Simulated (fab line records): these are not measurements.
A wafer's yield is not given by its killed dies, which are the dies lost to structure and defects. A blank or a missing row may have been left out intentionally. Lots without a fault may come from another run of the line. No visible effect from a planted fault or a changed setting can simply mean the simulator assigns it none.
Split-lot trial :: flow n5_finfet :: route with 1938 steps; 7 lots, 21 wafers read

SPLIT DETAILS
At N5_BEOL_M8_VIA_ETCH_34 (etches SiCOH lowk in C4F6/O2, target depth 125.5 nm, time 50.5 s), the setting source_w was moved away from the recipe's 345 W on 7 of the 21 wafers read, by -13.1% to +9.9%. The other wafers ran this setting at the recipe's value.

The split's own step is where the reading is taken.

THE READING
rf_vpp_V, in V, at N5_BEOL_M8_VIA_ETCH_34 (etches SiCOH lowk in C4F6/O2, target depth 125.5 nm, time 50.5 s). A value of 669 V with a standard deviation of 7.3 V is what fault-free wafers of this fab line usually give.

wafer: L074.3
tool, chamber at the split: rie_diel-05, 2
source_w as run, W: 345
against the recipe: recipe
rf_vpp_V, V: 670
against lot-mates on the recipe: -

wafer: L074.4
tool, chamber at the split: rie_diel-05, 0
source_w as run, W: 345
against the recipe: recipe
rf_vpp_V, V: 671
against lot-mates on the recipe: -

wafer: L074.6
tool, chamber at the split: rie_diel-05, 3
source_w as run, W: 345
against the recipe: recipe
rf_vpp_V, V: 671
against lot-mates on the recipe: -

wafer: L078.1
tool, chamber at the split: rie_diel-02, 1
source_w as run, W: 345
against the recipe: recipe
rf_vpp_V, V: 660
against lot-mates on the recipe: -

wafer: L078.3
tool, chamber at the split: rie_diel-02, 3
source_w as run, W: 345
against the recipe: recipe
rf_vpp_V, V: 676
against lot-mates on the recipe: -

wafer: L078.4
tool, chamber at the split: rie_diel-02, 2
source_w as run, W: 345
against the recipe: recipe
rf_vpp_V, V: 674
against lot-mates on the recipe: -

wafer: L080.1
tool, chamber at the split: rie_diel-05, 3
source_w as run, W: 345
against the recipe: recipe
rf_vpp_V, V: 669
against lot-mates on the recipe: -

wafer: L080.3
tool, chamber at the split: rie_diel-05, 2
source_w as run, W: 320.7
against the recipe: -7.0%
rf_vpp_V, V: 696
against lot-mates on the recipe: +27

wafer: L080.5
tool, chamber at the split: rie_diel-05, 2
source_w as run, W: 320.7
against the recipe: -7.0%
rf_vpp_V, V: 694
against lot-mates on the recipe: +25

wafer: L082.1
tool, chamber at the split: rie_diel-03, 1
source_w as run, W: 368.6
against the recipe: +6.8%
rf_vpp_V, V: 649
against lot-mates on the recipe: -17

wafer: L082.3
tool, chamber at the split: rie_diel-03, 2
source_w as run, W: 345
against the recipe: recipe
rf_vpp_V, V: 666
against lot-mates on the recipe: -

wafer: L082.6
tool, chamber at the split: rie_diel-03, 2
source_w as run, W: 345
against the recipe: recipe
rf_vpp_V, V: 666
against lot-mates on the recipe: -

wafer: L086.1
tool, chamber at the split: rie_diel-02, 2
source_w as run, W: 345
against the recipe: recipe
rf_vpp_V, V: 676
against lot-mates on the recipe: -

wafer: L086.2
tool, chamber at the split: rie_diel-02, 3
source_w as run, W: 345
against the recipe: recipe
rf_vpp_V, V: 675
against lot-mates on the recipe: -

wafer: L086.3
tool, chamber at the split: rie_diel-02, 0
source_w as run, W: 299.7
against the recipe: -13.1%
rf_vpp_V, V: 731
against lot-mates on the recipe: +56

wafer: L090.3
tool, chamber at the split: rie_diel-02, 2
source_w as run, W: 379.3
against the recipe: +9.9%
rf_vpp_V, V: 642
against lot-mates on the recipe: -38

wafer: L090.4
tool, chamber at the split: rie_diel-02, 0
source_w as run, W: 379.3
against the recipe: +9.9%
rf_vpp_V, V: 649
against lot-mates on the recipe: -31

wafer: L090.6
tool, chamber at the split: rie_diel-02, 0
source_w as run, W: 345
against the recipe: recipe
rf_vpp_V, V: 680
against lot-mates on the recipe: -

wafer: L097.1
tool, chamber at the split: rie_diel-05, 2
source_w as run, W: 345
against the recipe: recipe
rf_vpp_V, V: 670
against lot-mates on the recipe: -

wafer: L097.2
tool, chamber at the split: rie_diel-05, 0
source_w as run, W: 345
against the recipe: recipe
rf_vpp_V, V: 670
against lot-mates on the recipe: -

wafer: L097.3
tool, chamber at the split: rie_diel-05, 0
source_w as run, W: 372.8
against the recipe: +8.1%
rf_vpp_V, V: 644
against lot-mates on the recipe: -26

FIT RESULTS
A straight line over all 21 wafers: rf_vpp_V changes by -3.47 V for each +1% of source_w; r = -0.95; the points scatter about the line by 6 V.
The same after taking each lot's own level away (the mean of its wafers on the recipe; 21 wafers): -3.64 V for each +1%; r = -0.98; scatter 3.9 V.
That fit puts the effect of the largest move of source_w on the reading at 48 V.
Across the lots, their own levels run from 666.0 to 680.0 V, a range of 1.9 times the standard deviation given above.
Consequently the slope shifts little with the lot-to-lot level, the two slopes agreeing.
Check: with one of the wafers moved furthest among these (-13.1%) left out of the fit, the line predicts +45.1 V for it against its lot-mates. Against them it came out at +55.5 V.
Tool readings at the split's step, against how far the setting was moved: rf_vpp_V r = -0.95.

THESE WAFERS: OTHER SPLITS
Before the reading, these wafers also passed through other splits. Each is held against what the fit with the lots' levels taken away leaves over:
other split on the same wafers: N5_BEOL_M8_EXPOSE_25 dose_mj
wafers away from the commonest value: 6
r with rf_vpp_V (lot level and that fit taken away): +0.10

other split on the same wafers: N5_BEOL_M8_ETCH_66 source_w
wafers away from the commonest value: 9
r with rf_vpp_V (lot level and that fit taken away): +0.01

THE WHOLE CHAIN: every reading that the file lists as answering this split, in the file's order
step: N5_BEOL_M8_VIA_ETCH_34
what it does: etches SiCOH lowk in C4F6/O2, target depth 125.5 nm, time 50.5 s
reading: rf_vpp_V
change (the file's fit): -3.69 V for each +1% of the setting
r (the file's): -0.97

step: N5_BEOL_M8_VIA_ETCH_34
what it does: etches SiCOH lowk in C4F6/O2, target depth 125.5 nm, time 50.5 s
reading: etch.depth_nm (the simulator's own value, which no gauge read)
change (the file's fit): +0.468 nm for each +1% of the setting
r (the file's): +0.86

FILE'S OWN FIT
rf_vpp_V changes by -3.69 V for each +1% of source_w, r = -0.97.
